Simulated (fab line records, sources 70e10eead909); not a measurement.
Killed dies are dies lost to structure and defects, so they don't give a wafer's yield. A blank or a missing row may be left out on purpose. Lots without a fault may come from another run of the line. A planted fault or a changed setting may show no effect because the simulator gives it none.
Tool commonality check | flow nand_harc | 11 lots, 33 wafers sampled

WHY IT WAS OPENED
At NHARC_P_GATE_INSPECT_28 the reading raw_defect_count is flagged on 2 of 11 lots. Wafers without a fault read 6.5, standard deviation 2.9.
Rule: a lot is flagged when every wafer of it that has a number lies more than 4 standard deviations from that mean, or none has a number. The other lots count as sound.

lot  | measured     | on                | raw_defect_count, wafer by wafer | flag
L518 | day 5 22:05  | defect_inspect-01 | 4 8 6                            |
L519 | day 6 07:37  | defect_inspect-01 | 7 9 7                            |
L520 | day 6 11:22  | defect_inspect-01 | 10 10 5                          |
L521 | day 7 05:45  | defect_inspect-02 | 452 466 486                      | FLAGGED
L522 | day 7 11:49  | defect_inspect-01 | 463 443 445                      | FLAGGED
L531 | day 10 23:31 | defect_inspect-02 | 2 12 10                          |
L532 | day 11 16:39 | defect_inspect-02 | 12 10 9                          |
L533 | day 11 23:15 | defect_inspect-02 | 4 10 10                          |
L534 | day 12 10:43 | defect_inspect-01 | 7 3 8                            |
L535 | day 12 20:13 | defect_inspect-01 | 5 8 7                            |
L536 | day 13 10:11 | defect_inspect-01 | 11 9 5                           |
The numbers of the flagged lots are 459.2 on average: +452.7 against the usual, or +99 or more standard deviations.

WHICH TOOL RAN EACH LOT
The record holds 2 process steps before the reading, out of a route of 1302 steps. In each cell: the tool, then ch and the chambers that the sampled wafers went through, then the start.
lot  | flag    | NHARC_P_STI_ETCH_15              | NHARC_P_GATE_PRECLEAN_70
L518 |         | rie_si-01 ch 0,1,2, day 3 16:13  | wet_bench-02 ch 0,1,3, day 4 20:14
L519 |         | rie_si-01 ch 0,1,3, day 4 03:13  | wet_bench-02 ch 3,4,6, day 5 08:13
L520 |         | rie_si-06 ch 0,1, day 4 10:43    | wet_bench-05 ch 2,3,5, day 5 12:40
L521 | FLAGGED | rie_si-01 ch 1,2, day 4 23:02    | wet_bench-02 ch 3,4,6, day 6 01:49
L522 | FLAGGED | rie_si-06 ch 2,3, day 5 06:59    | wet_bench-02 ch 0,1,7, day 6 10:46
L531 |         | rie_si-06 ch 1,3, day 9 01:48    | wet_bench-06 ch 0,4,7, day 10 01:08
L532 |         | rie_si-01 ch 0,1,2, day 9 11:23  | wet_bench-02 ch 4,6,7, day 10 15:26
L533 |         | rie_si-06 ch 0,2,3, day 9 21:15  | wet_bench-05 ch 3,4,5, day 10 22:48
L534 |         | rie_si-06 ch 0,2,3, day 10 06:40 | wet_bench-06 ch 2,5,7, day 11 09:28
L535 |         | rie_si-02 ch 0,1,2, day 10 17:37 | wet_bench-06 ch 1,3,4, day 11 22:05
L536 |         | rie_si-01 ch 0,1,2, day 11 07:37 | wet_bench-06 ch 4,5,6, day 12 11:49
What these steps do:
- NHARC_P_STI_ETCH_15: etches the open film in HBr/Cl2, target depth 300 nm, time 100.1 s.
- NHARC_P_GATE_PRECLEAN_70: cleans in SC1.
- NHARC_P_GATE_INSPECT_28

FLAGGED OVER TOTAL, TOOL BY TOOL (the gauges that took the reading come last)
step                     | tool              | lots run | flagged | share of the flagged lots | sound lots run after its first flagged lot
NHARC_P_STI_ETCH_15      | rie_si-01         | 5        | 1       | some                      | 2 (L532,L536)
NHARC_P_STI_ETCH_15      | rie_si-02         | 1        | 0       | none                      | -
NHARC_P_STI_ETCH_15      | rie_si-06         | 5        | 1       | some                      | 3 (L531,L533,L534)
NHARC_P_GATE_PRECLEAN_70 | wet_bench-02      | 5        | 2       | all                       | 1 (L532)
NHARC_P_GATE_PRECLEAN_70 | wet_bench-05      | 2        | 0       | none                      | -
NHARC_P_GATE_PRECLEAN_70 | wet_bench-06      | 4        | 0       | none                      | -
NHARC_P_GATE_INSPECT_28  | defect_inspect-01 | 7        | 1       | some                      | 3 (L534,L535,L536)
NHARC_P_GATE_INSPECT_28  | defect_inspect-02 | 4        | 1       | some                      | 3 (L531,L532,L533)

WHAT THE TABLE ALLOWS
1 row of the table ran every flagged lot: wet_bench-02 at NHARC_P_GATE_PRECLEAN_70.
- wet_bench-02 at NHARC_P_GATE_PRECLEAN_70: 2 of its 5 lots flagged. Sound lots ran on it after the first flagged one (L532), which a lasting fault on the whole tool wouldn't allow.
No row of the table ran every flagged lot and no sound lot after the first.

WHAT THE SIMULATOR HAD PUT IN
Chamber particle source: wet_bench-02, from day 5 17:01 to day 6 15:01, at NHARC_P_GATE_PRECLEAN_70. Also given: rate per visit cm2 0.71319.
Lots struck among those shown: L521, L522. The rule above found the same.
